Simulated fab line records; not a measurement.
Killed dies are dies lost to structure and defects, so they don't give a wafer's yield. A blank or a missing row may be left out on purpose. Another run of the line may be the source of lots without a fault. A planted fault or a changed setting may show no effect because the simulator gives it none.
Lot-split experiment ; flow n5Finfet ; on a route of 1938 steps: 7 lots, 21 wafers read

ABOUT THE SPLIT
At N5_BEOL_M4_DESCUM_33 (chemistry O2, time 7 s), the setting timeS was moved away from the recipe's 7 s on 8 of the 21 wafers read, by -12.4% to +11.9%. The other wafers ran this setting at the recipe's value.

FROM THE SPLIT TO THE READING: what the file shows between them, 3 steps
- N5_BEOL_M4_ETCH_77: etches underlayer in N2/H2, target depth 6.5 nm, time 5.2 s
- N5_BEOL_M4_ETCH_69: etches SiARC in CF4, target depth 15.6 nm, time 26 s
- N5_BEOL_M4_ALD_98: deposits SiO2, target thk 2.5 nm, pulse time 1 s, co reactant pulse time 1 s

THE READING
CAR-EUV_of_BEOL_M4_COAT_22.thkNm (the simulator's own value, which no gauge read), in nm, at N5_BEOL_M4_ETCHBACK_99 (etches SiO2 in CHF3, target depth 5 nm, time 10.4 s). The file does not state a usual value for it. Here, 13 wafers ran the recipe; their average is 10.3 nm with a standard deviation of 0.12 nm.

wafer;tool, chamber at the split;timeS as run, s;against the recipe;CAR-EUV_of_BEOL_M4_COAT_22.thkNm, nm;against lot-mates on the recipe
L081.1;rieDiel-03, 3;7;recipe;10.4;-
L081.3;rieDiel-03, 0;7.446;+6.4%;10.2;-0.1
L081.6;rieDiel-03, 1;7;recipe;10.2;-
L086.2;rieDiel-05, 2,0,1;7;recipe;10.2;-
L086.5;rieDiel-05, 2,0,1;7;recipe;10.2;-
L086.6;rieDiel-05, 2,0,1;7;recipe;10.4;-
L087.3;rieDiel-03, 2,3,0;7;recipe;10.4;-
L087.4;rieDiel-03, 2,3,0;7;recipe;10.4;-
L087.5;rieDiel-03, 2,3,0;7;recipe;10.4;-
L093.1;rieDiel-01, 0;7;recipe;10.2;-
L093.3;rieDiel-01, 2,0;7.831;+11.9%;10;-0.2
L093.4;rieDiel-01, 2,0;7.831;+11.9%;10;-0.2
L094.2;rieDiel-03, 2;7;recipe;10.2;-
L094.3;rieDiel-03, 1,3;6.131;-12.4%;10.6;+0.4
L094.4;rieDiel-03, 1,3;6.131;-12.4%;10.8;+0.6
L095.1;rieDiel-03, 3;7.802;+11.5%;10.2;-0.4
L095.3;rieDiel-03, 1;7.802;+11.5%;10;-0.6
L095.4;rieDiel-03, 2;7;recipe;10.6;-
L097.1;rieDiel-01, 2;7;recipe;10.4;-
L097.2;rieDiel-01, 3;7;recipe;10.4;-
L097.4;rieDiel-01, 1;7.488;+7.0%;10;-0.4
When a row names more than one chamber, that row covers several wafers, and the file does not tell which wafer ran in which chamber.

FIT RESULTS
A straight line over all 21 wafers: CAR-EUV_of_BEOL_M4_COAT_22.thkNm changes by -0.0274 nm for each +1% of timeS; r = -0.84; the points scatter about the line by 0.12 nm.
The same after taking each lot's own level away (the mean of its wafers on the recipe; 21 wafers): -0.0346 nm for each +1%; r = -0.90; scatter 0.11 nm.
According to that fit, moving timeS by its largest amount changes the reading by 0.43 nm.
From 10.20 to 10.60 nm: that is the span of the lots' own levels, equal to 3.3 times the standard deviation above.
In other words, the slope is changed by the lot-to-lot level; the two fits disagree.
Check: for one of the wafers moved furthest among these (-12.4%), held out of the fit, the line's prediction against its lot-mates is +0.461 nm. Against them it came out at +0.4 nm.

FURTHER SPLITS ON THESE WAFERS
Other splits were also applied to these wafers ahead of the reading. Each is held against what the fit with the lots' levels taken away leaves over:
other split on the same wafers;wafers away from the commonest value;r with CAR-EUV_of_BEOL_M4_COAT_22.thkNm (lot level and that fit taken away)
N5_BEOL_M2_DESCUM_16 timeS;6;+0.29

THE WHOLE CHAIN: every reading that the file lists as answering this split, in the file's order
step;what it does;reading;change (the file's fit);r (the file's)
N5_BEOL_M4_DESCUM_33;chemistry O2, time 7 s;CAR-EUV_of_BEOL_M4_COAT_22.thkNm (the simulator's own value, which no gauge read);-0.0401 nm for each +1% of the setting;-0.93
N5_BEOL_M4_ETCH_77;etches underlayer in N2/H2, target depth 6.5 nm, time 5.2 s;CAR-EUV_of_BEOL_M4_COAT_22.thkNm (the simulator's own value, which no gauge read);-0.0357 nm for each +1% of the setting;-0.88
N5_BEOL_M4_ETCHBACK_99;etches SiO2 in CHF3, target depth 5 nm, time 10.4 s;CAR-EUV_of_BEOL_M4_COAT_22.thkNm (the simulator's own value, which no gauge read);-0.0344 nm for each +1% of the setting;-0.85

THE FILE'S OWN FIT
CAR-EUV_of_BEOL_M4_COAT_22.thkNm changes by -0.0344 nm for each +1% of timeS, r = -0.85.
